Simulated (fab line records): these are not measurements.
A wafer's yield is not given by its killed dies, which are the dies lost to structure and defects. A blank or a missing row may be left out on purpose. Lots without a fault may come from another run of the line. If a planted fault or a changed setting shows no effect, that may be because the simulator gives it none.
Which tool is to blame? + flow nand-harc + 13 lots, 39 wafers sampled, at 5 steps of a route of 1302

== WHAT EACH GAUGE READ, for each wafer ==
NHARC_THIN_TSV_CD_MEAS_12 targets a cd of 1000 nm.
| lot  | measured     | on        | cd-nm (nm)           |
|------|--------------|-----------|----------------------|
| L612 | day 24 01:25 | cd-sem-02 | 999.9 1001.0 1000.9  |
| L611 | day 24 11:07 | cd-sem-01 | 998.9 998.5 1000.0   |
| L614 | day 24 09:49 | cd-sem-02 | 1000.0 1000.6 998.8  |
| L617 | day 25 23:13 | cd-sem-01 | 999.7 999.9 1001.5   |
| L618 | day 26 23:09 | cd-sem-03 | 997.5 999.5 998.2    |
| L622 | day 28 20:37 | cd-sem-03 | 998.2 999.1 1001.0   |
| L621 | day 28 23:45 | cd-sem-01 | 1002.2 1000.4 1000.8 |
| L623 | day 29 06:07 | cd-sem-03 | 998.6 999.6 1000.1   |
| L624 | day 29 04:46 | cd-sem-01 | 1003.5 1002.1 1004.1 |
| L625 | day 30 19:40 | cd-sem-03 | 999.3 999.9 1000.9   |
| L630 | day 32 02:43 | cd-sem-01 | 998.4 998.6 1000.4   |
| L633 | day 32 03:55 | cd-sem-03 | 1000.4 1000.1 999.8  |
| L632 | day 32 05:01 | cd-sem-02 | 1000.3 998.7 998.8   |

NHARC_END_SORT_01.
| lot  | measured     | on        | killed-at-array | killed-at-other | killed-at-periphery | killed-dies | killed-open | killed-short |
|------|--------------|-----------|-----------------|-----------------|---------------------|-------------|-------------|--------------|
| L630 | day 32 20:50 | prober-01 | 163 133 154     | 0 0 0           | 4 2 2               | 167 135 156 | 7 4 5       | 0 3 0        |
| L632 | day 33 05:00 | prober-02 | 159 137 152     | 2 0 1           | 8 8 7               | 169 145 160 | 5 6 1       | 4 4 3        |

== TOOL THAT RAN EACH LOT (tool first, then ch and the chambers of the sampled wafers, then the start) ==
| lot  | NHARC_A_CONTACT_ETCH_112             | NHARC_THIN_TSV_ETCH_44             | NHARC_THIN_TSV_CMP_21         |
|------|--------------------------------------|------------------------------------|-------------------------------|
| L612 | har-cap-etch-02 ch 0,1, day 21 23:34 | rie-diel-06 ch 0,2, day 24 01:39   | cmp-01 ch 0,1,2, day 24 05:53 |
| L611 | har-cap-etch-02 ch 0,1, day 22 05:06 | rie-diel-03 ch 1,2,3, day 24 11:37 | cmp-01 ch 2,3, day 24 15:47   |
| L614 | har-cap-etch-03 ch 0,1, day 22 08:49 | rie-diel-12 ch 0,1, day 24 10:04   | cmp-01 ch 0,2,3, day 24 14:11 |
| L617 | har-cap-etch-01 ch 0,1, day 23 16:37 | rie-diel-12 ch 0,1,2, day 25 23:35 | cmp-02 ch 0,2,3, day 26 03:35 |
| L618 | har-cap-etch-01 ch 0,1, day 24 19:08 | rie-diel-03 ch 0,1,3, day 26 23:31 | cmp-01 ch 1,2,3, day 27 03:32 |
| L622 | har-cap-etch-03 ch 0,1, day 26 12:32 | rie-diel-12 ch 0,1,3, day 28 20:52 | cmp-01 ch 0,1,3, day 29 00:58 |
| L621 | har-cap-etch-01 ch 0,1, day 26 13:02 | rie-diel-03 ch 0,1,2, day 29 00:06 | cmp-02 ch 1,2,3, day 29 04:10 |
| L623 | har-cap-etch-02 ch 0,1, day 26 17:07 | rie-diel-06 ch 1,2,3, day 29 06:23 | cmp-01 ch 1,2,3, day 29 10:33 |
| L624 | har-cap-etch-03 ch 0,1, day 27 02:50 | rie-diel-12 ch 0,1,2, day 29 05:15 | cmp-04 ch 0,2,3, day 29 09:22 |
| L625 | har-cap-etch-03 ch 0,1, day 28 12:01 | rie-diel-12 ch 0,1,3, day 30 20:01 | cmp-02 ch 0,1,2, day 30 23:58 |
| L630 | har-cap-etch-02 ch 0,1, day 29 14:26 | rie-diel-12 ch 0,1,2, day 32 03:04 | cmp-01 ch 2,3, day 32 07:01   |
| L633 | har-cap-etch-03 ch 0,1, day 29 20:25 | rie-diel-03 ch 1,2,3, day 32 04:14 | cmp-02 ch 0,2,3, day 32 08:14 |
| L632 | har-cap-etch-02 ch 0,1, day 29 23:52 | rie-diel-06 ch 0,2,3, day 32 05:22 | cmp-02 ch 0,1,3, day 32 09:22 |
- NHARC_A_CONTACT_ETCH_112: etches the open film in C4F8/O2/Ar, time 190 s, target depth 1850 nm.
- NHARC_THIN_TSV_ETCH_44: etches the open film in CF4/O2, target depth 1594.2 nm, time 797.1 s.
- NHARC_THIN_TSV_CMP_21: polishes, t overpolish 30 s, target thk 2000 nm.

== WHAT THE TOOLS THEMSELVES READ (means of the sampled wafers that have a number; where no wafer has one, the mark that the record gives instead) ==
NHARC_THIN_TSV_ETCH_44.
| lot  | tool        | drypump-motor-current-A (A) | o2-flow-sccm (sccm) | oes-product-au (a.u.) | rf-fwd-power-W (W) | rf-vpp-V (V) | showerhead-plenum-p-Torr (Torr) | throttle-valve-pct (%) |
|------|-------------|-----------------------------|---------------------|-----------------------|--------------------|--------------|---------------------------------|------------------------|
| L612 | rie-diel-06 | 5.6                         | 9.994               | 0.989                 | 299.0              | 801          | 1.94                            | 16.918                 |
| L611 | rie-diel-03 | 5.8                         | 9.991               | 0.998                 | 300.3              | 797          | 1.87                            | 16.915                 |
| L614 | rie-diel-12 | 6.0                         | 10.007              | 1.006                 | 299.5              | 791          | 1.78                            | 16.918                 |
| L617 | rie-diel-12 | 6.1                         | 10.016              | 1.001                 | 299.2              | 796          | 1.85                            | 16.911                 |
| L618 | rie-diel-03 | 5.8                         | 9.973               | 1.002                 | 299.9              | 796          | 1.86                            | 16.913                 |
| L622 | rie-diel-12 | 5.6                         | 9.990               | 0.995                 | 299.3              | 796          | 1.86                            | 16.906                 |
| L621 | rie-diel-03 | 5.7                         | 10.019              | 1.004                 | 300.5              | 798          | 1.89                            | 16.911                 |
| L623 | rie-diel-06 | 5.4                         | 10.009              | 0.995                 | 299.2              | 796          | 1.86                            | 16.911                 |
| L624 | rie-diel-12 | 6.1                         | 9.976               | 1.002                 | 299.7              | 796          | 1.85                            | 16.913                 |
| L625 | rie-diel-12 | 5.6                         | 10.007              | 1.006                 | 299.8              | 795          | 1.86                            | 16.917                 |
| L630 | rie-diel-12 | 6.1                         | 9.979               | 1.004                 | 299.6              | 796          | 1.85                            | 16.914                 |
| L633 | rie-diel-03 | 5.8                         | 9.990               | 0.992                 | 298.6              | 797          | 1.87                            | 16.917                 |
| L632 | rie-diel-06 | 5.6                         | 9.999               | 0.998                 | 299.6              | 801          | 1.92                            | 16.911                 |

NHARC_THIN_TSV_CMP_21.
| lot  | tool   | motor-current-A (A) | overpolish-run-s (s) |
|------|--------|---------------------|----------------------|
| L612 | cmp-01 | 12.3                | 29.995               |
| L611 | cmp-01 | 13.1                | 30.001               |
| L614 | cmp-01 | 13.2                | 30.009               |
| L617 | cmp-02 | 12.5                | 30.003               |
| L618 | cmp-01 | 11.9                | 30.000               |
| L622 | cmp-01 | 12.1                | 29.994               |
| L621 | cmp-02 | 12.3                | 30.001               |
| L623 | cmp-01 | 12.0                | 29.996               |
| L624 | cmp-04 | 12.1                | 30.001               |
| L625 | cmp-02 | 12.7                | 30.006               |
| L630 | cmp-01 | 13.0                | 30.003               |
| L633 | cmp-02 | 12.3                | 29.995               |
| L632 | cmp-02 | 13.4                | 29.999               |

== THE ANSWER, worked out from the rows above alone ==
Rule: the usual values come from the lots themselves. The widest of any qualifying gaps counts: lots, ordered by their means at a reading, are off when they make up no more than a third of the lots, leave a main group of 4 or more, and stand apart from it by 3 or more times the standard deviation of that group's means. If all means in a main group match to the digits the tables above print for the reading, that group is not used. A lot without any number at a reading at which 4 lots or more have one is off too. All remaining lots with rows at the step are treated as sound. The gauges are gone through in route order, then the tools' own readings, and for those a lot's mean is taken as printed above. At the first step where some lot is off, the reading lying furthest off is the one used; lots without a number count as furthest.
No lot is off at any reading shown: from this, nothing can be told.

== WHAT THE SIMULATOR HAD INSERTED ==
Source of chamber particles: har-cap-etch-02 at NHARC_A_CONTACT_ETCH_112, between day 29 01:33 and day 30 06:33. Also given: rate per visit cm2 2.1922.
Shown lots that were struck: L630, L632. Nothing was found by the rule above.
